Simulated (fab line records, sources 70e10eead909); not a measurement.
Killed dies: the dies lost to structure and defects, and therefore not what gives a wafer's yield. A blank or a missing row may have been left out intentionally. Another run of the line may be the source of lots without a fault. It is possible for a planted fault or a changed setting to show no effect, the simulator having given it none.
A struck lot beside a sound one / flow nand_harc / 15 steps out of a route of 1159
Sound: the wafers L491.4, L491.5, L491.6. Wafers L502.2, L502.4, L502.5 were the ones struck. The cause is given at the end.
For every step that has rows: the tool of each side, followed by ch and its chambers, followed by its first start. Under that, the readings that differ: sound wafers / struck wafers / difference of the means / sigmas: that difference in standard deviations of wafers without a fault.
alike: same words and numbers on both sides, and readings whose means sit less than 2 such deviations apart. not compared: any withheld reading, any reading some wafer has no value for, any bound like >300 that may hide the same value, and any number with overlapping values for which the record gives no deviation.
Wherever a step has rows on one side only, a row that says differs or no value, or a row with sigmas, the two part there. When numbers do not overlap yet have no deviation, they are printed without sigmas and do not part them. A reading missing from all wafers of one side parts the sides only when that side holds two or more wafers.

first, 2 steps without rows for these wafers: NHARC_A_CONTACT_ETCH_48 (etches the open film in CF4, target depth 39 nm, time 65 s); NHARC_A_CONTACT_ETCH_49 (etches the open film in N2/H2, target depth 260 nm, time 475.3 s).
NHARC_A_CONTACT_ETCH_50: etches the open film in CF4/CHF3, target depth 84.7 nm, time 42.4 s.
  sound on rie_diel-13 ch 0,1; struck on rie_diel-08 ch 1,3
reading=drypump_motor_current_A (A); sound=5.2 5.2 5.5; struck=6.3 5.8 6.3; difference=+0.8; sigmas=+2
  alike: bias_w, cf4_flow_sccm, oes_product_au, rf_vpp_V, showerhead_plenum_p_Torr, throttle_valve_pct
  not compared: rf_hours_counter_h
then, 1 step without rows for these wafers: NHARC_A_CONTACT_ETCH_51 (etches the open film in O2/COS, target depth 3600 nm, time 936 s).
NHARC_A_CONTACT_ETCH_111: etches the open film in C4F8/O2/Ar, time 140 s, target depth 700 nm.
  sound on har_cap_etch-02 ch 0,1, day 16 11:47; struck on har_cap_etch-03 ch 0,1, day 19 11:26
  alike: chamber_pressure_mTorr, oes_air_line_au
  not compared: rf_hours_counter_h
then, 3 steps without rows for these wafers: NHARC_A_CONTACT_ETCH_112 (etches the open film in C4F8/O2/Ar, time 94 s, target depth 922 nm); NHARC_A_CONTACT_ETCH_113 (etches the open film in C4F8/O2/Ar, time 94 s, target depth 922 nm); NHARC_A_CONTACT_ETCH_114 (etches the open film in C4F8/O2/Ar, time 94 s, target depth 922 nm).
NHARC_A_CONTACT_ETCH_115: etches the open film in C4F8/O2/Ar, time 94 s, target depth 922 nm.
  sound on har_cap_etch-02 ch 0,1, day 16 12:13; struck on har_cap_etch-03 ch 0,1, day 19 11:54
  alike: chamber_pressure_mTorr, oes_air_line_au
  not compared: rf_hours_counter_h
then, 2 steps without rows for these wafers: NHARC_A_CONTACT_ETCH_116 (etches the open film in C4F8/O2/Ar, time 94 s, target depth 922 nm); NHARC_A_CONTACT_ETCH_117 (etches the open film in C4F8/O2/Ar, time 94 s, target depth 922 nm).
NHARC_A_CONTACT_ETCH_118: etches the open film in C4F8/O2/Ar, time 94 s, target depth 922 nm.
  sound on har_cap_etch-02 ch 0,1, day 16 12:29; struck on har_cap_etch-03 ch 0,1, day 19 12:10
  alike: chamber_pressure_mTorr, oes_air_line_au
  not compared: rf_hours_counter_h
NHARC_A_CONTACT_ETCH_119: etches the open film in C4F8/O2/Ar, time 94 s, target depth 922 nm.
  sound on har_cap_etch-02 ch 0,1, day 16 12:34; struck on har_cap_etch-03 ch 0,1, day 19 12:16
  no value came back on the struck wafers for chamber_pressure_mTorr (mTorr), oes_air_line_au (a.u.); on the sound wafers chamber_pressure_mTorr (mTorr) reads 19.990 19.985 20.001
  not compared: rf_hours_counter_h
NHARC_A_CONTACT_ETCH_120: etches the open film in C4F8/O2/Ar, time 94 s, target depth 922 nm.
  sound on har_cap_etch-02 ch 0,1, day 16 12:40; struck on har_cap_etch-03 ch 0,1, day 19 12:21
  alike: chamber_pressure_mTorr, oes_air_line_au
  not compared: rf_hours_counter_h
-- jump in the record: it breaks off in module A_CONTACT and resumes in module END (first step shown: number 1159 of the route), and 3 days separate the struck wafers' starts before and after --
NHARC_END_SORT_01:
  only the struck wafers appear in the record here, on prober-01 ch 0 at day 22 11:26; the sound ones have no rows

WHERE THEY PART
First at NHARC_A_CONTACT_ETCH_50; last, within this record, at NHARC_END_SORT_01.

WHY: whatever the simulator had introduced
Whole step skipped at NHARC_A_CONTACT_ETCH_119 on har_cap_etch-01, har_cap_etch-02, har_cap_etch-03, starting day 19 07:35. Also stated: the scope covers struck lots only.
